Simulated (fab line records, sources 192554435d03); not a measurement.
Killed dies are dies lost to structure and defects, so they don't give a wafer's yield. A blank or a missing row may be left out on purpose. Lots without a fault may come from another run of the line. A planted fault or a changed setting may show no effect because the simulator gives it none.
fab line records | flow n5_finfet | part 2 of 2: steps 5 to 6 of 6
record lots=21 wafers=63 last_day=18
route steps=1938 shown SDB@364 HKMG_FIN@388
lots that met no fault: from a run of the same line without faults
start_h: hours from the record's first day to the start of the lot's first wafer shown | wait_h: hours since the lot's step before | " the same as in the row above | L1.1+2: a row that stands for several wafers | - no value, or no start given | * or withheld: withheld | < > ~ a bound
route shown NAME@n: a module of which the file shows steps, and the number in the route of the first | usual: mean/standard deviation of fault-free wafers | same: alike in all rows | chamber/n: place in a boat | sites: the reading at each site | _std_site: their standard deviation | _edge_site: outer sites' mean less inner sites' | radius_mm: how far each site lies from the wafer's centre | mask NAME#n: copy n | behind: the tool/chamber that last shaped the wafer | hold: why the lot was held/for how many hours/how that ended | device: the transistor (n, p or np) that didn't switch | end of line: the same wafers' tests at the end of the route | a step without rows: its recipe alone | killed: dies lost to structure and defects at the first sort, not the wafer's yield | map: a wafer's dies, x killed, . not, _ none there
set.NAME: the setting as run; set.NAME@STEP: as run at that earlier step | model.NAME: the simulator's own value behind a step, which no gauge read
steps of the route over a sample of lots; a table a step, a row a wafer
services: from which hour (start_h, from the record's first day; less than 0 if before it) a tool's chamber was out of use, for how many hours, and why
## steps
# step N5_HKMG_FIN_STRIP_89
# recipe chemistry=N2/H2 material=SOC time_s=20 power_w=500 temp_c=40 pressure_mtorr=50 rf_frequency_hz=6e+07 bias_power_w=8 h2_frac=0.5 n2_flow_sccm=300 h2_flow_sccm=300
# usual drypump_motor_current_A=5.7/0.48 oes_product_au=0.76/0.076 rf_vpp_V=54.1/0.87 showerhead_plenum_p_Torr=3.31/0.047 throttle_valve_pct=19.01/0.29
# columns lot.wafer tool chamber start_h wait_h drypump_motor_current_A oes_product_au rf_hours_counter_h rf_vpp_V showerhead_plenum_p_Torr throttle_valve_pct
L074.1 rie_diel-01 3 80.09 0.0 4.8 0.76 156 54.2 3.35 19.40
L074.2 " 2 " " 5.7 0.69 227 54.6 3.32 19.11
L074.5 " 3 " " 4.8 0.76 - 54.1 3.35 19.42
L075.1 rie_diel-05 1 82.58 0.0 6.0 0.72 220 54.7 3.31 18.83
L075.2 " 3 " " 5.8 0.73 180 53.8 3.33 19.21
L075.3 " 0 " " 5.1 0.70 203 54.3 3.34 18.91
L076.3 rie_diel-01 0 87.44 0.0 6.5 0.92 12 53.2 3.31 18.37
L076.4 " 3 " " 4.8 0.76 160 53.9 3.35 19.42
L076.6 " 1 " " 5.7 0.70 - 54.6 3.32 19.20
L077.4 rie_diel-05 1 98.56 0.0 6.0 0.72 225 54.4 3.30 18.82
L077.5 " 2 " " 5.2 0.74 - 53.4 3.24 19.06
L077.6 " 3 " " 5.7 0.72 - 51.9 3.33 19.22
L078.4 rie_diel-02 0 100.63 0.0 5.7 0.82 86 53.0 3.26 18.78
L078.5 " 0 " " 5.7 0.81 - 52.8 3.26 18.81
L078.6 " 1 " " 6.1 0.75 - 53.9 3.38 18.82
L080.1 rie_diel-02 1 114.84 0.0 6.1 0.74 140 54.5 3.38 18.81
L080.4 " 3 " " 6.1 0.80 96 53.6 3.39 18.78
L080.5 " 1 " " 6.1 0.74 - 54.7 3.38 18.81
L081.3 rie_diel-01 0 122.33 0.0 6.6 0.91 25 54.6 3.30 18.39
L081.5 " 2 " " 5.7 0.68 - 53.8 3.31 19.12
L081.6 " 3 " " 4.8 0.74 - 55.3 3.35 19.43
L082.1 rie_diel-02 0 125.16 0.0 5.6 0.81 94 54.2 3.25 18.80
L082.3 " 1 " " 6.1 0.74 144 53.7 3.38 18.81
L082.5 " 2 " " 6.0 0.75 - 54.7 3.36 19.40
L083.2 rie_diel-05 2 133.45 0.0 5.1 0.73 156 51.9 3.23 19.06
L083.5 " 2 " " 5.1 0.74 - 54.4 3.23 19.07
L083.6 " 3 " " 5.8 0.71 - 53.2 3.32 19.25
L084.1 rie_diel-05 1 136.28 0.0 6.0 0.71 239 55.0 3.30 18.86
L084.3 " 3 " " 5.8 0.71 198 53.3 3.32 19.26
L084.6 " 1 " " 6.0 0.70 - 54.3 3.30 18.85
L085.1 rie_diel-01 3 143.69 0.0 4.8 0.73 181 54.0 3.34 19.44
L085.2 " 1 " " 5.7 0.71 221 54.0 3.32 19.21
L085.3 " 0 " " 6.5 0.88 33 52.7 3.30 18.41
L087.2 rie_diel-02 3 159.46 0.0 6.0 0.77 111 54.9 3.38 18.79
L087.3 " 2 " " 6.0 0.73 165 54.1 3.36 19.40
L087.6 " 0 " " 5.7 0.80 - 54.1 3.25 18.82
L088.2 rie_diel-01 1 160.75 0.0 5.8 0.69 229 55.3 3.31 19.23
L088.4 " 3 " " 4.8 0.73 189 54.9 3.34 19.47
L088.6 " 3 " " 4.8 0.73 - 54.8 3.34 19.46
L089.2 rie_diel-02 0 177.96 0.0 5.7 0.78 111 55.2 3.24 18.83
L089.3 " 2 " " 6.0 0.73 172 54.2 3.35 19.41
L089.6 " 0 " " 5.6 0.78 - 53.1 3.24 18.83
L090.1 rie_diel-05 0 178.58 0.0 5.1 0.68 231 53.9 3.32 18.95
L090.2 " 2 " " 5.2 0.72 174 54.1 3.22 19.10
L090.6 " 0 " " 5.1 0.68 - 53.9 3.32 18.96
L091.1 rie_diel-01 2 180.83 0.0 5.7 0.97 8 54.8 3.30 18.73
L091.4 " 1 " " 5.8 0.70 236 55.1 3.31 19.24
L091.6 " 3 " " 4.8 0.73 - 54.2 3.33 19.48
L092.3 rie_diel-02 0 185.14 0.0 5.7 0.79 115 54.2 3.24 18.84
L092.4 " 1 " " 6.1 0.72 166 54.1 3.37 18.86
L092.6 " 0 " " 5.7 0.78 - 53.2 3.24 18.83
L093.1 rie_diel-02 2 190.64 0.0 6.0 0.72 176 53.6 3.35 19.43
L093.3 " 3 " " 6.1 0.77 122 54.3 3.38 18.81
L093.4 " 1 " " 6.1 0.72 167 54.0 3.37 18.86
L094.1 rie_diel-05 3 200.95 0.0 5.8 0.69 224 54.6 3.31 19.28
L094.5 " 3 " " 5.7 0.69 - 54.4 3.31 19.29
L094.6 " 0 " " 5.1 0.68 - 54.8 3.32 18.97
L096.1 rie_diel-05 2 210.36 0.0 5.1 0.71 189 54.3 3.21 19.11
L096.2 " 0 " " 5.0 0.67 246 54.1 3.32 18.99
L096.3 " 3 " " 5.8 0.69 228 52.1 3.31 19.32
L097.1 rie_diel-01 1 214.05 0.0 5.8 0.68 249 54.5 3.30 19.25
L097.2 " 2 " " 5.7 0.93 21 53.8 3.30 18.73
L097.4 " 3 " " 4.8 0.72 - 54.3 3.33 19.51
# step N5_HKMG_FIN_ETCH_67
# recipe chemistry=N2/H2 target=SOC target_depth_a=3889 stop_on=TiN ion_energy_ev=100 bias_w=61 pressure_mtorr=30 source_w=850 n2_flow_sccm=200 h2_flow_sccm=200
# usual drypump_motor_current_A=5.7/0.49 oes_product_au=0.74/0.068 rf_vpp_V=240.3/0.97 showerhead_plenum_p_Torr=2.51/0.038 throttle_valve_pct=17.87/0.25
# columns lot.wafer tool chamber start_h wait_h drypump_motor_current_A oes_product_au rf_hours_counter_h rf_vpp_V showerhead_plenum_p_Torr throttle_valve_pct
L074.1 rie_diel-01 1 81.10 - 5.7 0.70 210 240.3 2.52 17.93
L074.2 " 0 " " 6.5 0.93 10 240.4 2.51 17.34
L074.5 " 1 " " 5.8 0.71 - 239.3 2.52 17.93
L075.1 rie_diel-02 0 83.59 - 5.6 0.81 80 239.3 2.47 17.73
L075.2 " 2 " " 5.9 0.76 138 240.9 2.55 18.20
L075.3 " 1 " " 6.1 0.74 130 242.0 2.56 17.64
L076.3 rie_diel-02 3 88.45 - 6.0 0.80 87 240.8 2.57 17.64
L076.4 " 2 " " 5.9 0.75 140 241.3 2.55 18.20
L076.6 " 3 " " 6.0 0.79 - 242.7 2.57 17.66
L077.4 rie_diel-01 3 99.64 - 4.8 0.75 - 238.4 2.54 18.02
L077.5 " 2 " " 5.7 0.68 - 241.8 2.51 18.17
L077.6 " 0 " " 6.5 0.91 - 241.3 2.50 17.34
L078.4 rie_diel-05 3 101.64 - 5.7 0.72 185 240.7 2.52 18.13
L078.5 " 2 " " 5.2 0.74 - 239.1 2.45 17.88
L078.6 " 3 " " 5.8 0.72 - 241.2 2.52 18.13
L080.1 rie_diel-05 0 115.86 - 5.1 0.69 213 240.1 2.52 17.80
L080.4 " 2 " " 5.1 0.73 150 238.6 2.44 17.92
L080.5 " 0 " " 5.1 0.69 - 240.1 2.52 17.78
L081.3 rie_diel-01 1 123.51 - 5.7 0.70 218 240.1 2.51 17.94
L081.5 " 0 " " 6.5 0.89 - 241.4 2.50 17.34
L081.6 " 3 " " 4.8 0.74 - 240.2 2.53 18.03
L082.1 rie_diel-01 1 126.18 - 5.7 0.70 219 241.1 2.51 17.96
L082.3 " 2 " " 5.7 0.69 245 240.8 2.50 18.17
L082.5 " 0 " " 6.5 0.89 - 238.8 2.50 17.34
L083.2 rie_diel-05 0 134.63 - 5.1 0.68 220 239.9 2.52 17.81
L083.5 " 1 " " 6.0 0.70 - 240.1 2.49 17.79
L083.6 " 2 " " 5.1 0.73 - 240.7 2.44 17.92
L084.1 rie_diel-05 3 137.30 - 5.7 0.70 198 241.2 2.52 18.16
L084.3 " 0 " " 5.1 0.68 221 241.3 2.52 17.80
L084.6 " 2 " " 5.2 0.73 - 239.0 2.44 17.92
L085.1 rie_diel-02 3 144.80 - 6.1 0.77 106 240.0 2.56 17.69
L085.2 " 0 " " 5.6 0.79 100 240.8 2.46 17.75
L085.3 " 1 " " 6.1 0.72 150 241.1 2.56 17.67
L087.2 rie_diel-01 3 160.56 - 4.8 0.73 189 239.9 2.53 18.06
L087.3 " 1 " " 5.7 0.69 229 240.7 2.51 17.97
L087.6 " 2 " " 5.7 0.98 - 239.5 2.50 17.71
L088.2 rie_diel-02 0 161.77 - 5.6 0.78 106 239.5 2.45 17.74
L088.4 " 1 " " 6.1 0.72 156 240.1 2.55 17.69
L088.6 " 3 " " 6.1 0.77 - 239.4 2.56 17.69
L089.2 rie_diel-05 3 179.18 - 5.8 0.70 214 240.0 2.51 18.18
L089.3 " 0 " " 5.1 0.67 232 239.6 2.51 17.82
L089.6 " 2 " " 5.2 0.72 - 239.1 2.43 17.95
L090.1 rie_diel-02 1 179.79 - 6.1 0.72 163 239.3 2.55 17.68
L090.2 " 2 " " 5.9 0.73 172 241.6 2.54 18.25
L090.6 " 3 " " 6.1 0.76 - 239.1 2.56 17.72
L091.1 rie_diel-01 1 181.95 - 5.7 0.68 236 239.5 2.51 17.98
L091.4 " 2 " " 5.7 0.95 9 238.7 2.50 17.73
L091.6 " 3 " " 4.8 0.73 - 239.4 2.52 18.08
L092.3 rie_diel-05 2 186.32 - 5.2 0.72 178 239.6 2.43 17.95
L092.4 " 3 " " 5.7 0.70 - 240.2 2.51 18.17
L092.6 " 0 " " 5.1 0.67 - 239.5 2.51 17.82
L093.1 rie_diel-05 0 191.69 - 5.1 0.66 238 241.4 2.51 17.84
L093.3 " 3 " " 5.7 0.69 220 238.2 2.51 18.20
L093.4 " 3 " " 5.7 0.69 - 239.9 2.51 18.19
L094.1 rie_diel-05 3 201.96 - 5.8 0.69 225 239.5 2.50 18.19
L094.5 " 3 " " 5.8 0.69 - 239.5 2.50 18.21
L094.6 " 2 " " 5.2 0.71 - 240.6 2.43 17.95
L096.1 rie_diel-02 0 211.37 - 5.6 0.76 124 241.4 2.45 17.77
L096.2 " 3 " " 6.0 0.75 129 241.7 2.55 17.73
L096.3 " 2 " " 5.9 0.71 183 241.4 2.53 18.26
L097.1 rie_diel-05 2 215.06 - 5.1 0.70 191 238.9 2.43 17.95
L097.2 " 3 " " 5.7 0.68 230 240.8 2.50 18.22
L097.4 " 0 " " 5.1 0.66 248 240.5 2.51 17.84
## services
# columns tool chamber start_h hours kind
rie_diel-01 1 50.00 2.5 repair
rie_diel-02 - 55.82 15.6 pm
rie_diel-05 0 62.35 5.0 repair
plasma_asher-02 - 77.58 0.3 repair
rie_diel-01 1 88.68 15.3 repair
plasma_asher-02 - 89.32 2.0 repair
ald_hk-01 - 90.28 2.8 pm
plasma_asher-02 - 92.62 0.3 repair
rie_diel-01 1 126.77 8.7 repair
ald_hk-03 - 127.99 0.7 repair
plasma_asher-01 - 130.10 3.4 repair
rie_diel-01 2 136.93 - clean
rie_diel-01 2 136.93 - consumable_replace:focus_ring
rie_diel-01 2 136.93 22.3 scheduled_down
rie_diel-01 2 136.93 22.3 vent_cycle
rie_diel-05 0 141.50 9.7 repair
rie_diel-05 1 163.92 15.8 repair
plasma_asher-02 - 164.43 2.8 pm
plasma_asher-01 - 167.18 2.8 pm
rie_diel-05 1 184.07 - clean
rie_diel-05 1 184.07 - consumable_replace:focus_ring
rie_diel-05 1 184.07 21.9 scheduled_down
rie_diel-05 1 184.07 21.9 vent_cycle
rie_diel-01 0 205.00 10.7 repair
